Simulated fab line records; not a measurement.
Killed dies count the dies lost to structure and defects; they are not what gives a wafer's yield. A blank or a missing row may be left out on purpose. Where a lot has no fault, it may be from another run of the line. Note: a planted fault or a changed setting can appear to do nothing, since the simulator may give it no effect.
fab line records	flow nand_harc	part 1 of 2: steps 1 to 21 of 28
[record] lots = 5	wafers = 15	last_day = 29
route steps=1302 shown A_CONTACT@1069
lots that met no fault: taken from a fault-free run of the same line
start_h: the number of hours between the record's first day and the start of the first shown wafer of the lot	wait_h: hours elapsed since this lot's preceding step	" unchanged from the row above	L1.1+2: several wafers, shown together as one row	- no value present, or no start provided	* or withheld: withheld	< > ~ a bound
route shown NAME@n: names a module that has steps shown in the file, with the first one's number in the route	usual: average and standard deviation across the fault-free wafers	same: alike in all rows	chamber/n: place in a boat	sites: the reading at each site	_std_site: standard deviation across them	_edge_site: outer sites' mean less inner sites'	radius_mm: for every site, how far away it sits from the centre of the wafer	mask NAME#n: copy n	behind: the most recent tool/chamber to have shaped the wafer	hold: cause of the lot's hold/its duration in hours/its outcome	device: transistor that didn't switch, given as n, p or np	end of line: the route-end tests of the same wafers	where a step has no rows: the recipe by itself	killed: not the wafer's yield, but the dies lost to structure and defects at the first sort	map: dies across one wafer; x = killed, . = not, _ = none there
set.NAME: the setting that was run; set.NAME@STEP: the one run at that earlier step	model.NAME: the simulator's own value behind a step, which no gauge read
lots at some steps of the route; a table a step, a row a wafer
services: a tool's chamber out of use, with start hour (start_h, from the record's first day; less than 0 if before it), hours out, and reason
[[steps]]
[step NHARC_A_CONTACT_HMDS_01]
[recipe] time_s = 30
lot.wafer	tool	chamber	start_h	wait_h
L075.2+5+6	litho_track-04	0	-	-
L076.2+3+5	litho_track-04	0	-	-
L079.2+3+6	litho_track-01	0	-	-
L085.1+2+3	litho_track-04	0	-	-
L087.1+4+5	litho_track-04	0	-	-
[step NHARC_A_CONTACT_COAT_86]
[recipe] temp_c = 260	time_s = 75
[usual] heater_power_total_W = 486.7/1.6
lot.wafer	tool	chamber	start_h	wait_h	heater_power_total_W
L075.2	litho_track-04	0	-	-	486.3
L075.5	"	0	"	"	484.8
L075.6	"	0	"	"	486.7
L076.2	litho_track-04	0	-	-	486.2
L076.3	"	0	"	"	487.6
L076.5	"	0	"	"	486.4
L079.2	litho_track-01	0	-	-	489.6
L079.3	"	0	"	"	486.7
L079.6	"	0	"	"	487.9
L085.1	litho_track-04	0	-	-	484.8
L085.2	"	0	"	"	486.0
L085.3	"	0	"	"	489.6
L087.1	litho_track-04	0	-	-	485.1
L087.4	"	0	"	"	484.9
L087.5	"	0	"	"	487.2
[step NHARC_A_CONTACT_COAT_87]
[recipe] temp_c = 225	time_s = 65
[usual] heater_power_total_W = 446.7/1.9
lot.wafer	tool	chamber	start_h	wait_h	heater_power_total_W
L075.2	litho_track-04	0	-	-	448.2
L075.5	"	0	"	"	446.0
L075.6	"	0	"	"	448.5
L076.2	litho_track-04	0	-	-	446.8
L076.3	"	0	"	"	448.8
L076.5	"	0	"	"	445.9
L079.2	litho_track-01	0	-	-	446.1
L079.3	"	0	"	"	447.4
L079.6	"	0	"	"	449.3
L085.1	litho_track-04	0	-	-	445.1
L085.2	"	0	"	"	447.9
L085.3	"	0	"	"	448.3
L087.1	litho_track-04	0	-	-	448.3
L087.4	"	0	"	"	443.9
L087.5	"	0	"	"	447.2
[step NHARC_A_CONTACT_COAT_02]
[recipe] spin_rpm = 1500	resist_thk_nm = 90
lot.wafer	tool	chamber	start_h	wait_h
L075.2+5+6	litho_track-04	0	-	-
L076.2+3+5	litho_track-04	0	-	-
L079.2+3+6	litho_track-01	0	-	-
L085.1+2+3	litho_track-04	0	-	-
L087.1+4+5	litho_track-04	0	-	-
[step NHARC_A_CONTACT_SOFTBAKE_03]
[recipe] temp_c = 105	time_s = 55
[usual] heater_power_total_W = 188.46/0.14
lot.wafer	tool	chamber	start_h	wait_h	heater_power_total_W
L075.2	litho_track-04	0	-	-	188.37
L075.5	"	0	"	"	188.31
L075.6	"	0	"	"	188.34
L076.2	litho_track-04	0	-	-	188.68
L076.3	"	0	"	"	188.60
L076.5	"	0	"	"	188.35
L079.2	litho_track-01	0	-	-	188.74
L079.3	"	0	"	"	188.42
L079.6	"	0	"	"	188.44
L085.1	litho_track-04	0	-	-	188.74
L085.2	"	0	"	"	188.38
L085.3	"	0	"	"	188.50
L087.1	litho_track-04	0	-	-	188.37
L087.4	"	0	"	"	188.34
L087.5	"	0	"	"	188.49
[step NHARC_A_CONTACT_EBR_04]
lot.wafer	tool	chamber	start_h	wait_h
L075.2+5+6	litho_track-04	0	-	-
L076.2+3+5	litho_track-04	0	-	-
L079.2+3+6	litho_track-01	0	-	-
L085.1+2+3	litho_track-04	0	-	-
L087.1+4+5	litho_track-04	0	-	-
[step NHARC_A_CONTACT_EXPOSE_05]
[recipe] na = 1.35	sigma_outer = 0.8	dose_mj = 84.24	mask_id = A_CC
[usual] exposure_dose_mJ_cm2 = 84.24/0.086
lot.wafer	tool	chamber	start_h	wait_h	mask	exposure_dose_mJ_cm2
L075.2	arfi_scanner-02	0	523.72	-	A_CC#0	84.12
L075.5	"	0	"	"	A_CC#0	84.22
L075.6	"	0	"	"	A_CC#0	84.09
L076.2	arfi_scanner-03	0	533.94	-	A_CC#0	84.25
L076.3	"	0	"	"	A_CC#0	84.33
L076.5	"	0	"	"	A_CC#0	84.28
L079.2	arfi_scanner-01	0	549.70	-	A_CC#0	84.36
L079.3	"	0	"	"	A_CC#0	84.33
L079.6	"	0	"	"	A_CC#0	84.24
L085.1	arfi_scanner-02	0	622.22	-	A_CC#0	84.27
L085.2	"	0	"	"	A_CC#0	84.27
L085.3	"	0	"	"	A_CC#0	84.37
L087.1	arfi_scanner-01	0	644.48	-	A_CC#0	84.30
L087.4	"	0	"	"	A_CC#0	84.19
L087.5	"	0	"	"	A_CC#0	84.20
[step NHARC_A_CONTACT_PEB_06]
[recipe] peb_temp_c = 100	peb_time_s = 65
[usual] heater_power_total_W = 156.6/0.4
lot.wafer	tool	chamber	start_h	wait_h	heater_power_total_W
L075.2	litho_track-06	0	523.78	0.1	156.8
L075.5	"	0	"	"	156.2
L075.6	"	0	"	"	156.7
L076.2	litho_track-01	0	534.00	0.1	156.7
L076.3	"	0	"	"	157.0
L076.5	"	0	"	"	157.1
L079.2	litho_track-06	0	549.75	0.1	156.7
L079.3	"	0	"	"	156.5
L079.6	"	0	"	"	156.0
L085.1	litho_track-01	0	622.28	0.1	156.7
L085.2	"	0	"	"	157.0
L085.3	"	0	"	"	156.8
L087.1	litho_track-04	0	644.54	0.1	157.0
L087.4	"	0	"	"	157.0
L087.5	"	0	"	"	157.2
[step NHARC_A_CONTACT_DEVELOP_07]
[recipe] develop_time_s = 35	dev_temp_c = 23
lot.wafer	tool	chamber	start_h	wait_h
L075.2+5+6	litho_track-06	0	-	-
L076.2+3+5	litho_track-01	0	-	-
L079.2+3+6	litho_track-06	0	-	-
L085.1+2+3	litho_track-01	0	-	-
L087.1+4+5	litho_track-04	0	-	-
[step NHARC_A_CONTACT_CD_MEAS_08]
[recipe] target_cd_nm = 200	landing_energy_ev = 500
[usual] cd_nm = 200.4/0.48
lot.wafer	tool	chamber	start_h	wait_h	cd_nm
L075.2	cd_sem-01	0	523.86	-	201.0
L075.5	"	0	"	"	199.2
L075.6	"	0	"	"	200.3
L076.2	cd_sem-02	0	534.08	-	199.9
L076.3	"	0	"	"	199.9
L076.5	"	0	"	"	200.6
L079.2	cd_sem-02	0	549.83	-	200.1
L079.3	"	0	"	"	200.0
L079.6	"	0	"	"	200.7
L085.1	cd_sem-01	0	622.36	-	200.2
L085.2	"	0	"	"	200.5
L085.3	"	0	"	"	200.5
L087.1	cd_sem-02	0	644.62	-	200.1
L087.4	"	0	"	"	200.0
L087.5	"	0	"	"	200.7
[step NHARC_A_CONTACT_OVL_MEAS_09]
[usual] overlay_x_nm = -0.4/0.94	overlay_y_nm = -0.2/0.63
lot.wafer	tool	chamber	start_h	wait_h	overlay_x_nm	overlay_y_nm
L075.2	overlay-02	-	523.95	-	0.0	-0.3
L075.5	"	-	"	"	-0.4	0.1
L075.6	"	-	"	"	0.2	-0.3
L076.2	overlay-01	-	534.16	-	1.2	-0.9
L076.3	"	-	"	"	1.6	-0.7
L076.5	"	-	"	"	1.7	-0.8
L079.2	overlay-01	-	549.92	-	1.1	0.2
L079.3	"	-	"	"	1.5	0.1
L079.6	"	-	"	"	1.4	0.1
L085.1	overlay-01	-	622.45	-	-0.3	0.2
L085.2	"	-	"	"	-0.2	0.1
L085.3	"	-	"	"	-0.3	-0.4
L087.1	overlay-01	-	644.71	-	0.0	0.4
L087.4	"	-	"	"	-0.4	-0.4
L087.5	"	-	"	"	0.0	0.4
[step NHARC_A_CONTACT_INSPECT_10]
[usual] raw_defect_count = 81/35
lot.wafer	tool	chamber	start_h	wait_h	raw_defect_count
L075.2	defect_inspect-01	-	523.98	0.0	59
L075.5	"	-	"	"	64
L075.6	"	-	"	"	62
L076.2	defect_inspect-02	-	534.20	0.0	23
L076.3	"	-	"	"	17
L076.5	"	-	"	"	24
L079.2	defect_inspect-01	-	549.96	0.0	76
L079.3	"	-	"	"	77
L079.6	"	-	"	"	60
L085.1	defect_inspect-02	-	622.48	0.0	98
L085.2	"	-	"	"	111
L085.3	"	-	"	"	105
L087.1	defect_inspect-02	-	644.74	0.0	110
L087.4	"	-	"	"	128
L087.5	"	-	"	"	107
[step NHARC_A_CONTACT_DESCUM_13]
[recipe] time_s = 3	o2_flow_sccm = 200	ar_flow_sccm = 0	bias_power_w = 0	chemistry = O2
[usual] chamber_pressure_mTorr = 60.00/0.057	drypump_motor_current_A = 5.8/0.46	oes_product_au = 0.998/0.0091	rf_vpp_V = 58.0/0.91	showerhead_plenum_p_Torr = 1.93/0.084	throttle_valve_pct = 11.311/0.0083
lot.wafer	tool	chamber	start_h	wait_h	chamber_pressure_mTorr	drypump_motor_current_A	oes_product_au	rf_hours_counter_h	rf_vpp_V	showerhead_plenum_p_Torr	throttle_valve_pct
L075.2	rie_diel-02	3	524.09	0.1	60.02	5.6	1.004	39	57.6	1.96	11.312
L075.5	"	1	"	"	59.99	5.0	1.006	-	58.6	1.90	11.313
L075.6	"	2	"	"	59.97	5.5	1.001	-	57.2	1.91	11.316
L076.2	rie_diel-04	2	534.28	0.1	59.96	6.3	0.994	61	59.7	2.06	11.310
L076.3	"	3	"	"	60.00	6.1	0.982	56	57.9	2.02	11.302
L076.5	"	0	"	"	60.07	5.3	0.994	-	57.8	1.86	11.312
L079.2	rie_diel-04	3	550.23	0.3	60.02	6.0	0.992	1	59.0	2.01	11.324
L079.3	"	1	"	"	59.97	6.0	1.000	1	58.0	2.06	11.318
L079.6	"	2	"	"	59.94	6.3	0.984	-	58.2	2.05	11.301
L085.1	rie_diel-08	2	622.54	0.1	60.09	5.3	0.994	9	56.9	1.90	11.316
L085.2	"	3	"	"	59.95	5.8	0.995	9	57.6	1.79	11.297
L085.3	"	1	"	"	59.89	5.9	1.007	9	58.1	1.87	11.301
L087.4	rie_diel-02	3	644.81	0.1	60.02	5.6	1.007	21	57.2	1.95	11.322
L087.1	"	0	"	"	60.02	6.7	1.000	19	58.9	1.95	11.315
L087.5	"	3	"	"	60.00	5.6	1.010	-	56.6	1.95	11.306
[step NHARC_A_CONTACT_ETCH_88]
[recipe] target_depth_a = 390	over_etch_frac = 0.3	time_s = 65	ion_energy_ev = 80	cf4_flow_sccm = 150	ar_flow_sccm = 0	rf_w = 300	bias_w = 100	chemistry = CF4
[usual] chamber_pressure_mTorr = 49.99/0.053	drypump_motor_current_A = 5.8/0.47	oes_product_au = 0.998/0.0092	rf_vpp_V = 151.6/1.2	showerhead_plenum_p_Torr = 1.79/0.071	throttle_valve_pct = 13.284/0.0083
lot.wafer	tool	chamber	start_h	wait_h	chamber_pressure_mTorr	drypump_motor_current_A	oes_product_au	rf_hours_counter_h	rf_vpp_V	showerhead_plenum_p_Torr	throttle_valve_pct
L075.2	rie_diel-02	3	524.28	0.2	49.92	5.6	1.010	39	152.0	1.81	13.286
L075.5	"	0	"	"	50.00	6.6	0.985	-	152.7	1.81	13.293
L075.6	"	1	"	"	49.99	5.0	1.001	-	151.9	1.76	13.278
L076.3	rie_diel-04	0	534.36	0.1	50.01	5.3	1.007	52	151.6	1.72	13.274
L076.2	"	1	"	"	50.01	6.0	0.989	59	152.3	1.89	13.281
L076.5	"	2	"	"	49.99	6.3	0.990	-	152.8	1.89	13.271
L079.2	rie_diel-04	3	550.31	0.1	49.95	6.0	0.988	1	153.0	1.86	13.281
L079.3	"	0	"	"	49.98	5.3	0.998	1	151.7	1.72	13.293
L079.6	"	3	"	"	49.94	6.0	0.994	-	152.7	1.86	13.277
L085.1	rie_diel-08	1	622.63	0.1	49.94	5.9	0.991	9	149.6	1.73	13.279
L085.3	"	2	"	"	50.03	5.3	0.984	9	152.2	1.76	13.306
L085.2	"	0	"	"	50.02	6.4	1.001	10	151.9	1.90	13.292
L087.4	rie_diel-02	1	644.90	0.1	49.98	5.1	0.998	21	150.4	1.75	13.275
L087.1	"	3	"	"	49.98	5.6	0.997	21	151.6	1.80	13.290
L087.5	"	0	"	"	50.02	6.7	0.997	-	151.5	1.80	13.280
[step NHARC_A_CONTACT_ETCH_89]
[recipe] target_depth_a = 2600	over_etch_frac = 0.3	time_s = 475.3	ion_energy_ev = 200	n2_flow_sccm = 150	h2_flow_sccm = 150	ar_flow_sccm = 0	rf_w = 400	bias_w = 150	chemistry = N2/H2
[usual] chamber_pressure_mTorr = 30.000/0.027	drypump_motor_current_A = 5.8/0.44	oes_product_au = 0.999/0.0091	rf_vpp_V = 431.2/2.6	showerhead_plenum_p_Torr = 2.06/0.095	throttle_valve_pct = 14.172/0.0082
lot.wafer	tool	chamber	start_h	wait_h	chamber_pressure_mTorr	drypump_motor_current_A	oes_product_au	rf_hours_counter_h	rf_vpp_V	showerhead_plenum_p_Torr	throttle_valve_pct
L075.2	rie_diel-02	3	-	-	29.999	5.6	1.012	39	433.2	2.09	14.176
L075.5	"	3	"	"	30.052	5.6	1.011	-	430.8	2.09	14.174
L075.6	"	0	"	"	29.953	6.7	0.990	-	432.5	2.09	14.188
L076.3	rie_diel-04	0	-	-	29.995	5.3	1.001	52	430.0	1.98	14.159
L076.2	"	2	"	"	29.988	6.3	0.995	61	434.4	2.20	14.179
L076.5	"	0	"	"	29.975	5.3	1.016	-	428.3	1.98	14.173
L079.2	rie_diel-04	2	-	-	29.985	6.3	0.990	1	433.7	2.19	14.167
L079.3	"	0	"	"	29.998	5.3	1.006	1	430.1	1.98	14.178
L079.6	"	3	"	"	29.994	6.1	0.989	-	433.0	2.15	14.170
L085.3	rie_diel-08	2	-	-	29.973	5.3	0.993	9	429.5	2.03	14.182
L085.1	"	3	"	"	30.015	5.8	0.996	9	426.6	1.91	14.181
L085.2	"	0	"	"	29.933	6.4	1.005	10	435.4	2.20	14.162
L087.1	rie_diel-02	0	-	-	29.947	6.6	1.000	19	432.1	2.08	14.169
L087.4	"	1	"	"	29.970	5.1	0.992	21	430.4	2.01	14.175
L087.5	"	2	"	"	30.007	5.6	0.993	-	430.5	2.03	14.166
[step NHARC_A_CONTACT_ETCH_30]
[recipe] target_depth_a = 726	time_s = 36.3	cf4_flow_sccm = 100	chf3_flow_sccm = 30	ar_flow_sccm = 0	rf_w = 500	bias_w = 200	chemistry = CF4/CHF3
[usual] chamber_pressure_mTorr = 24.999/0.029	drypump_motor_current_A = 5.8/0.47	oes_product_au = 0.933/0.019	rf_vpp_V = 371.2/2.5	showerhead_plenum_p_Torr = 1.59/0.067	throttle_valve_pct = 16.802/0.0083
lot.wafer	tool	chamber	start_h	wait_h	chamber_pressure_mTorr	drypump_motor_current_A	oes_product_au	rf_hours_counter_h	rf_vpp_V	showerhead_plenum_p_Torr	throttle_valve_pct
L075.2	rie_diel-02	0	-	-	25.027	6.7	0.944	40	371.3	1.61	16.812
L075.5	"	0	"	"	24.962	6.7	0.937	-	371.1	1.61	16.807
L075.6	"	1	"	"	25.032	5.1	0.957	-	370.2	1.56	16.797
L076.3	rie_diel-04	1	-	-	24.997	6.0	0.910	60	373.8	1.68	16.798
L076.2	"	2	"	"	25.004	6.3	0.921	61	374.7	1.68	16.782
L076.5	"	1	"	"	24.975	6.0	0.910	-	374.5	1.68	16.798
L079.2	rie_diel-04	0	-	-	24.992	5.3	0.980	2	368.5	1.53	16.805
L079.3	"	1	"	"	25.020	6.0	0.973	2	374.4	1.68	16.798
L079.6	"	3	"	"	24.988	6.0	0.947	-	373.3	1.65	16.800
L085.2	rie_diel-08	1	-	-	24.993	5.9	0.918	10	369.1	1.54	16.792
L085.1	"	2	"	"	24.963	5.3	0.918	9	370.3	1.56	16.804
L085.3	"	3	"	"	24.974	5.8	0.928	9	366.8	1.48	16.798
L087.1	rie_diel-02	0	-	-	25.008	6.7	0.924	20	373.3	1.60	16.799
L087.4	"	2	"	"	24.975	5.5	0.920	23	370.7	1.56	16.796
L087.5	"	0	"	"	24.995	6.7	0.927	-	370.7	1.60	16.807
[step NHARC_A_CONTACT_ETCH_31]
[recipe] target_depth_a = 28000	over_etch_frac = 0.3	time_s = 728	ion_energy_ev = 150	o2_flow_sccm = 400	cos_flow_sccm = 20	ar_flow_sccm = 0	rf_w = 500	bias_w = 300	chemistry = O2/COS
[usual] chamber_pressure_mTorr = 19.999/0.02	drypump_motor_current_A = 5.8/0.46	oes_product_au = 1.000/0.0094	rf_vpp_V = 314.6/2	showerhead_plenum_p_Torr = 3.15/0.13	throttle_valve_pct = 28.330/0.0097
lot.wafer	tool	chamber	start_h	wait_h	chamber_pressure_mTorr	drypump_motor_current_A	oes_product_au	rf_hours_counter_h	rf_vpp_V	showerhead_plenum_p_Torr	throttle_valve_pct
L075.2	rie_diel-02	1	-	-	19.969	5.1	1.003	37	314.6	3.10	28.319
L075.5	"	1	"	"	19.992	5.0	1.011	-	313.0	3.10	28.357
L075.6	"	2	"	"	20.012	5.5	0.989	-	313.9	3.12	28.344
L076.3	rie_diel-04	3	-	-	20.005	6.1	0.998	57	316.2	3.28	28.314
L076.2	"	1	"	"	20.007	6.1	0.990	60	317.0	3.34	28.338
L076.5	"	3	"	"	19.987	6.0	1.002	-	316.1	3.28	28.332
L079.3	rie_diel-04	3	-	-	20.020	6.1	0.991	2	316.3	3.28	28.334
L079.2	"	0	"	"	19.968	5.3	1.011	2	312.7	3.04	28.343
L079.6	"	3	"	"	20.022	6.1	1.001	-	316.4	3.28	28.334
L085.3	rie_diel-08	0	-	-	20.026	6.4	1.004	10	319.0	3.35	28.343
L085.2	"	1	"	"	19.974	5.9	0.994	10	314.5	3.05	28.348
L085.1	"	2	"	"	19.998	5.3	0.986	9	313.7	3.10	28.325
L087.1	rie_diel-02	0	-	-	19.988	6.7	1.010	23	315.4	3.18	28.333
L087.4	"	1	"	"	20.010	5.1	0.997	25	313.7	3.08	28.332
L087.5	"	2	"	"	20.011	5.5	1.000	-	314.6	3.10	28.327
[step NHARC_A_CONTACT_ETCH_134]
[recipe] source_w = withheld	pressure_mtorr = 20	bias_v = withheld	time_s = 140	target_depth_a = 7000	ar_flow_sccm = withheld	c4f8_flow_sccm = withheld	o2_flow_sccm = withheld	chemistry = C4F8/O2/Ar
[usual] chamber_pressure_mTorr = 20.000/0.022
lot.wafer	tool	chamber	start_h	wait_h	chamber_pressure_mTorr	rf_hours_counter_h
L075.2	har_cap_etch-03	0	525.30	-	20.013	53
L075.5	"	0	"	"	20.005	-
L075.6	"	1	"	"	20.018	-
L076.2	har_cap_etch-01	1	535.38	-	20.025	6
L076.3	"	1	"	"	19.953	-
L076.5	"	1	"	"	19.992	-
L079.2	har_cap_etch-01	0	551.52	-	20.020	9
L079.3	"	0	"	"	20.007	-
L079.6	"	1	"	"	20.016	-
L085.2	har_cap_etch-02	1	623.67	-	19.995	104
L085.1	"	0	"	"	20.003	104
L085.3	"	1	"	"	20.016	-
L087.1	har_cap_etch-03	1	648.72	-	19.993	76
L087.4	"	1	"	"	19.995	-
L087.5	"	0	"	"	19.969	-
[step NHARC_A_CONTACT_ETCH_135]
[recipe] source_w = withheld	pressure_mtorr = 20	bias_v = 1200	time_s = 311	target_depth_a = 19120	ar_flow_sccm = withheld	c4f8_flow_sccm = withheld	o2_flow_sccm = withheld	chemistry = C4F8/O2/Ar
[usual] chamber_pressure_mTorr = 20.001/0.018
lot.wafer	tool	chamber	start_h	wait_h	chamber_pressure_mTorr	rf_hours_counter_h
L075.2	har_cap_etch-03	0	525.56	0.2	19.995	53
L075.5	"	0	"	"	20.017	-
L075.6	"	1	"	"	19.989	-
L076.2	har_cap_etch-01	1	535.58	0.2	19.989	6
L076.3	"	1	"	"	19.997	-
L076.5	"	1	"	"	19.987	-
L079.2	har_cap_etch-01	0	551.72	0.2	20.012	9
L079.3	"	0	"	"	20.017	-
L079.6	"	1	"	"	20.018	-
L085.2	har_cap_etch-02	1	623.94	0.2	19.951	104
L085.1	"	0	"	"	19.973	104
L085.3	"	1	"	"	20.006	-
L087.1	har_cap_etch-03	1	648.92	0.2	19.973	76
L087.4	"	1	"	"	20.007	-
L087.5	"	0	"	"	20.007	-
[step NHARC_A_CONTACT_ETCH_136]
[recipe] source_w = withheld	pressure_mtorr = 20	bias_v = 1200	time_s = 311	target_depth_a = 19120	ar_flow_sccm = withheld	c4f8_flow_sccm = withheld	o2_flow_sccm = withheld	chemistry = C4F8/O2/Ar
[usual] chamber_pressure_mTorr = 20.000/0.019
lot.wafer	tool	chamber	start_h	wait_h	chamber_pressure_mTorr	rf_hours_counter_h
L075.2	har_cap_etch-03	0	525.93	0.3	19.985	53
L075.5	"	0	"	"	20.046	-
L075.6	"	1	"	"	20.008	-
L076.2	har_cap_etch-01	1	535.86	0.2	20.009	6
L076.3	"	1	"	"	20.035	-
L076.5	"	1	"	"	20.027	-
L079.2	har_cap_etch-01	0	552.04	0.3	19.986	9
L079.3	"	0	"	"	19.998	-
L079.6	"	1	"	"	19.962	-
L085.2	har_cap_etch-02	1	624.30	0.3	20.022	104
L085.1	"	0	"	"	20.008	104
L085.3	"	1	"	"	20.009	-
L087.1	har_cap_etch-03	1	649.19	0.2	20.025	76
L087.4	"	1	"	"	19.996	-
L087.5	"	0	"	"	19.999	-
[step NHARC_A_CONTACT_ETCH_137]
[recipe] source_w = withheld	pressure_mtorr = 20	bias_v = 1200	time_s = 311	target_depth_a = 19120	ar_flow_sccm = withheld	c4f8_flow_sccm = withheld	o2_flow_sccm = withheld	chemistry = C4F8/O2/Ar
[usual] chamber_pressure_mTorr = 20.000/0.018
lot.wafer	tool	chamber	start_h	wait_h	chamber_pressure_mTorr	rf_hours_counter_h
L075.2	har_cap_etch-03	0	526.29	0.3	19.996	53
L075.5	"	0	"	"	19.997	-
L075.6	"	1	"	"	19.975	-
L076.2	har_cap_etch-01	1	536.13	0.2	19.994	6
L076.3	"	1	"	"	20.028	-
L076.5	"	1	"	"	19.989	-
L079.2	har_cap_etch-01	0	552.31	0.2	19.970	9
L079.3	"	0	"	"	20.040	-
L079.6	"	1	"	"	19.990	-
L085.2	har_cap_etch-02	1	624.66	0.3	19.970	105
L085.1	"	0	"	"	19.996	105
L085.3	"	1	"	"	19.997	-
L087.1	har_cap_etch-03	1	649.47	0.2	20.010	76
L087.4	"	1	"	"	19.976	-
L087.5	"	0	"	"	19.969	-
